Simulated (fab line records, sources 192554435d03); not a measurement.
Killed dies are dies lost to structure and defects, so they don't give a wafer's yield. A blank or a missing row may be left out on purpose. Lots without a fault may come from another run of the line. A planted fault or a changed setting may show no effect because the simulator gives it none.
Chamber matching | flow n5_finfet | N5_MOL_CONTACT_COAG_VIA_ETCH_46 on rie_diel-03: 4 sister chambers
The step etches SiO2 in C4F6/O2, target depth 46 nm, overetch 9.2 nm, time 40 s. 18 wafers are shown with their chamber, then 9 later ones without.

WAFERS WITH THEIR CHAMBER
wafer  | chamber | rf_vpp_V (V) | showerhead_plenum_p_Torr (Torr) | oes_o_777_au (a.u.)
L074.2 | 0       | 1634         | 2.75                            | 0.79
L074.3 | 2       | 1560         | 2.75                            | 0.78
L074.5 | 0       | 1634         | 2.75                            | 0.79
L075.1 | 1       | 1584         | 3.03                            | 0.98
L075.2 | 0       | 1634         | 2.74                            | 0.79
L075.6 | 3       | 1556         | 2.98                            | 0.81
L078.1 | 0       | 1635         | 2.74                            | 0.79
L078.3 | 1       | 1584         | 3.03                            | 0.97
L078.5 | 0       | 1634         | 2.74                            | 0.79
L080.2 | 0       | 1635         | 2.74                            | 0.78
L080.5 | 1       | 1585         | 3.03                            | 0.96
L080.6 | 0       | 1632         | 2.74                            | 0.79
L084.1 | 1       | 1584         | 3.03                            | 0.95
L084.5 | 2       | 1560         | 2.74                            | 0.77
L084.6 | 3       | 1557         | 2.97                            | 0.79
L093.2 | 3       | 1556         | 2.97                            | 0.77
L093.3 | 1       | 1583         | 3.02                            | 0.92
L093.5 | 1       | 1583         | 3.02                            | 0.92

SIGNATURES (means of the wafers above)
reading                  | chamber 0 | chamber 1 | chamber 2 | chamber 3 | scatter within a chamber
rf_vpp_V                 | 1634.00   | 1583.83   | 1560.00   | 1556.33   | 0.824
showerhead_plenum_p_Torr | 2.7429    | 3.0267    | 2.7450    | 2.9733    | 0.0053
oes_o_777_au             | 0.7886    | 0.9500    | 0.7750    | 0.7900    | 0.0172
Rule: a wafer's distance from a chamber is the root of the sum, over the readings, of the square of ((its reading less the chamber's mean) divided by the reading's scatter). The wafer belongs to the nearest chamber; if the next one is less than 2 further off, it can't be placed. The scatter: the root of (the sum of the squares of (reading less its chamber's mean) over the shown wafers, divided by (wafers less chambers)).

WAFERS WITHOUT THEIR CHAMBER
wafer  | rf_vpp_V (V) | showerhead_plenum_p_Torr (Torr) | oes_o_777_au (a.u.)
L094.1 | 1582         | 3.02                            | 0.92
L094.2 | 1556         | 2.97                            | 0.77
L094.3 | 1632         | 2.73                            | 0.76
L096.1 | 1555         | 2.96                            | 0.77
L096.5 | 1631         | 2.73                            | 0.76
L096.6 | 1557         | 2.96                            | 0.77
L097.1 | 1582         | 3.01                            | 0.91
L097.3 | 1632         | 2.73                            | 0.76
L097.5 | 1555         | 2.96                            | 0.77

WHICH CHAMBER EACH WENT THROUGH
wafer  | from the rows above | in truth
L094.1 | 1                   | 1
L094.2 | 3                   | 3
L094.3 | 0                   | 0
L096.1 | 3                   | 3
L096.5 | 0                   | 0
L096.6 | 3                   | 3
L097.1 | 1                   | 1
L097.3 | 0                   | 0
L097.5 | 3                   | 3
Placed correctly: 9 of 9. Can't be placed from these rows: 0. Placed wrongly: 0.
